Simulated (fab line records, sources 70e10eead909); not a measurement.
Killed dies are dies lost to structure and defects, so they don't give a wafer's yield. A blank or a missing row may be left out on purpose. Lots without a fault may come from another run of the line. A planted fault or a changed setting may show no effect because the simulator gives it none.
Chamber matching | flow nand_harc | NHARC_P_BONDPAD_ACTIVATE_29 on rie_diel-02: 4 sister chambers
The step chemistry N2, time 60 s. 8 wafers are shown with their chamber, then 10 later ones without.

WAFERS WITH THEIR CHAMBER
wafer  | chamber | oes_product_au (a.u.) | rf_vpp_V (V)
L083.2 | 2       | 0.992                 | 63.9
L086.2 | 3       | 1.005                 | 62.6
L087.3 | 2       | 0.999                 | 64.4
L088.2 | 1       | 1.015                 | 63.9
L088.4 | 0       | 1.004                 | 63.8
L088.5 | 1       | 1.019                 | 65.8
L089.3 | 3       | 1.004                 | 65.1
L089.4 | 0       | 1.002                 | 64.9

WAFERS WITHOUT THEIR CHAMBER
wafer  | oes_product_au (a.u.) | rf_vpp_V (V)
L089.5 | 1.003                 | 64.8
L093.1 | 0.998                 | 64.2
L093.2 | 0.985                 | 65.3
L093.4 | 1.024                 | 63.7
L095.3 | 1.005                 | 63.9
L095.5 | 1.019                 | 65.7
L095.6 | 1.000                 | 63.1
L097.3 | 1.009                 | 64.7
L097.5 | 1.011                 | 64.4
L097.6 | 1.006                 | 63.8

WHICH CHAMBER EACH WENT THROUGH
wafer  | from the rows above          | in truth
L089.5 | can't be placed: 0 or 3      | 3
L093.1 | can't be placed: 2 or 0 or 3 | 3
L093.2 | 2                            | 2
L093.4 | 1                            | 1
L095.3 | can't be placed: 3 or 0      | 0
L095.5 | 1                            | 1
L095.6 | can't be placed: 0 or 3 or 2 | 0
L097.3 | can't be placed: 3 or 0 or 1 | 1
L097.5 | can't be placed: 1 or 3 or 0 | 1
L097.6 | can't be placed: 3 or 0      | 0
Placed correctly: 3 of 10. Can't be placed from these rows: 7 (the true chamber is among the candidates in 7). Placed wrongly: 0.
How it was worked out, from the rows above alone: a wafer's distance from a chamber is the root of the sum, over the readings, of the square of ((its reading less the chamber's mean) divided by the reading's scatter). The wafer belongs to the nearest chamber; if the next one is less than 2 further off, it can't be placed. A chamber's mean is the mean of its shown wafers. The scatter: the root of (the sum of the squares of (reading less its chamber's mean) over the shown wafers, divided by (wafers less chambers)).
